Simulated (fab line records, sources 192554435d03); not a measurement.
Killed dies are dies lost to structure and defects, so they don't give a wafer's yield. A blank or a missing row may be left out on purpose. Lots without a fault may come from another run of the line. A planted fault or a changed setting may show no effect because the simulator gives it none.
Which tool did it? | flow n5_finfet | 24 lots, 72 wafers sampled, at 1 step of a route of 1938

WHAT THE GAUGES READ, wafer by wafer
N5_BEOL_M0_SAQP_CD_MEAS_25: target cd 13.1 nm.
lot  | measured     | on        | cd_nm (nm)
L074 | day 5 13:31  | cd_sem-01 | 12.80 12.71 12.56
L075 | day 5 18:43  | cd_sem-01 | 12.98 12.83 12.99
L076 | day 6 08:49  | cd_sem-01 | 12.81 12.52 12.82
L077 | day 6 12:08  | cd_sem-02 | 12.95 12.99 12.80
L078 | day 6 22:08  | cd_sem-02 | 12.64 12.93 12.93
L079 | day 7 03:01  | cd_sem-01 | 12.60 12.82 12.44
L080 | day 7 05:35  | cd_sem-03 | 12.46 12.86 12.66
L081 | day 7 08:38  | cd_sem-01 | 13.07 13.00 12.93
L082 | day 7 15:26  | cd_sem-02 | 12.99 12.69 13.07
L083 | day 7 20:45  | cd_sem-03 | 12.75 12.56 12.71
L084 | day 8 03:46  | cd_sem-03 | 12.93 12.63 12.98
L085 | day 8 14:25  | cd_sem-01 | 12.63 12.66 12.67
L086 | day 8 17:52  | cd_sem-03 | 12.79 12.72 13.22
L087 | day 8 23:44  | cd_sem-01 | 12.59 13.05 12.76
L088 | day 9 06:49  | cd_sem-02 | 12.35 13.09 12.64
L089 | day 9 11:57  | cd_sem-01 | 12.71 12.84 12.78
L090 | day 9 18:34  | cd_sem-02 | 12.47 12.43 13.03
L091 | day 10 00:00 | cd_sem-03 | 12.89 12.88 13.16
L092 | day 10 06:02 | cd_sem-03 | 12.92 12.80 12.62
L093 | day 10 10:19 | cd_sem-01 | 12.87 12.77 12.48
L094 | day 10 16:56 | cd_sem-01 | 12.76 12.76 12.79
L095 | day 10 20:13 | cd_sem-01 | 12.94 12.55 12.82
L096 | day 10 23:20 | cd_sem-02 | 13.21 13.08 12.87
L097 | day 11 04:47 | cd_sem-01 | 12.69 12.90 12.82

WHICH TOOL RAN EACH LOT (tool, then ch and the chambers of the sampled wafers, then the start)
The record holds no process step before these readings.

WHAT THE TOOLS THEMSELVES READ (means of the sampled wafers that have a number; where no wafer has one, the mark that the record gives instead)
The record holds no such reading with a usual standard deviation.

THE ANSWER, worked out from the rows above alone
Rule: what is usual is taken from the lots themselves. Put in order of their means at a reading, lots are off if they are a third of the lots or fewer, leave a main group of 4 or more, and stand apart from it by a gap of 3 or more times the standard deviation of the main group's means; of several such gaps the widest counts. A main group whose means are all the same, to the digits that the tables above print for the reading, isn't used. A lot without any number at a reading at which 4 lots or more have one is off too. The other lots that the step has rows for count as sound. The gauges are gone through in route order, then the tools' own readings, and for those a lot's mean is taken as printed above. The first step at which some lot is off is used, and at that step the reading that is off furthest; a lot without a number counts as furthest.
No lot is off at any reading shown: from this, nothing can be told.

WHAT THE SIMULATOR HAD PUT IN
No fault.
